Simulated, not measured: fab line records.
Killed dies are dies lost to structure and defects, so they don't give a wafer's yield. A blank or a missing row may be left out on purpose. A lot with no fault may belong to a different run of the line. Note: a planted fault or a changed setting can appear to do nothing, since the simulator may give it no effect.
Split-lot study	flow n5Finfet	21 wafers read across 7 lots, on a route 1938 steps long

== THE SPLIT ==
At N5_BEOL_M0_SAQP_EXPOSE_37 (exposes mask M0 CUT1, target cd 30 nm), the setting doseMj was moved away from the recipe's 44.75 on 10 of the 21 wafers read, by -5.0% to +7.2%. This setting was run at the recipe's value on the other wafers.

== FROM THE SPLIT TO THE READING: what the file shows between them, 2 steps ==
- N5_BEOL_M0_SAQP_PEB_38: peb time 60 s
- N5_BEOL_M0_SAQP_DEVELOP_39: develop time 30 s

== THE READING ==
Shown in nm: cdNm at N5_BEOL_M0_SAQP_CD_MEAS_40, with target cd 30 nm. A value of 29.96 nm with a standard deviation of 0.28 nm is what fault-free wafers of this fab line usually give.

wafer	tool, chamber at the split	doseMj as run	against the recipe	cdNm, nm	against lot-mates on the recipe
L075.2	euvScanner-01, 0	47.99	+7.2%	31.30	+1.50
L075.4	euvScanner-01, 0	47.99	+7.2%	31.48	+1.68
L075.5	euvScanner-01, 0	44.75	recipe	29.80	-
L077.1	euvScanner-01, 0	43.66	-2.4%	28.97	no lot-mate on the recipe
L077.3	euvScanner-01, 0	43.66	-2.4%	29.28	no lot-mate on the recipe
L077.5	euvScanner-01, 0	43.66	-2.4%	28.97	no lot-mate on the recipe
L080.2	euvScanner-01, 0	44.75	recipe	29.79	-
L080.5	euvScanner-01, 0	44.75	recipe	29.83	-
L080.6	euvScanner-01, 0	46.61	+4.2%	31.14	+1.33
L085.2	euvScanner-02, 0	44.75	recipe	29.88	-
L085.3	euvScanner-02, 0	44.75	recipe	29.76	-
L085.4	euvScanner-02, 0	44.75	recipe	29.89	-
L095.3	euvScanner-02, 0	44.75	recipe	29.73	-
L095.4	euvScanner-02, 0	47.39	+5.9%	30.29	+0.62
L095.6	euvScanner-02, 0	44.75	recipe	29.60	-
L096.1	euvScanner-01, 0	47.01	+5.1%	31.12	+1.11
L096.3	euvScanner-01, 0	44.75	recipe	30.01	-
L096.4	euvScanner-01, 0	47.01	+5.1%	31.07	+1.06
L097.3	euvScanner-02, 0	44.75	recipe	29.68	-
L097.4	euvScanner-02, 0	44.75	recipe	29.83	-
L097.5	euvScanner-02, 0	42.53	-5.0%	28.70	-1.05

THE FIT
A straight line over all 21 wafers: cdNm changes by +0.224 nm for each +1% of doseMj; r = +0.95; the points scatter about the line by 0.25 nm.
The same after taking each lot's own level away (the mean of its wafers on the recipe; 18 wafers): +0.208 nm for each +1%; r = +0.96; scatter 0.2 nm.
On that fit, the largest move of doseMj shifts the reading by 1.5 nm.
Across the lots, their own levels run from 29.665 to 30.010 nm, a range of 1.2 times the standard deviation given above.
The two slopes agree, so the slope changes little with the lot-to-lot level.
Check: for one of the wafers moved furthest among these (+7.2%), held out of the fit, the line's prediction against its lot-mates is +1.51 nm. Against them it came out at +1.5 nm.

== THE OTHER SPLITS THESE WAFERS WENT THROUGH ==
Before the reading, these wafers also passed through other splits. Each is held against what the fit with the lots' levels taken away leaves over:
other split on the same wafers	wafers away from the commonest value	r with cdNm (lot level and that fit taken away)
N5_BEOL_M0_SAQP_PECVD_04 timeS	6	-0.41

== THE WHOLE CHAIN: every reading that the file lists as answering this split, in the file's order ==
step	what it does	reading	change (the file's fit)	r (the file's)
N5_BEOL_M0_SAQP_CD_MEAS_40	target cd 30 nm	cdNm	+0.203 nm for each +1% of the setting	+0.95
N5_BEOL_M0_SAQP_DESCUM_45	chemistry O2, time 7 s	BEOL_M0_SAQP.cdNm (the simulator's own value, which no gauge read)	+0.204 nm for each +1% of the setting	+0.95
N5_BEOL_M0_SAQP_ETCH_88	etches underlayer in N2/H2, target depth 6.5 nm, time 5.2 s	BEOL_M0_SAQP.cdNm (the simulator's own value, which no gauge read)	+0.209 nm for each +1% of the setting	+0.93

== FILE'S OWN FIT ==
cdNm changes by +0.203 nm for each +1% of doseMj, r = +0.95.
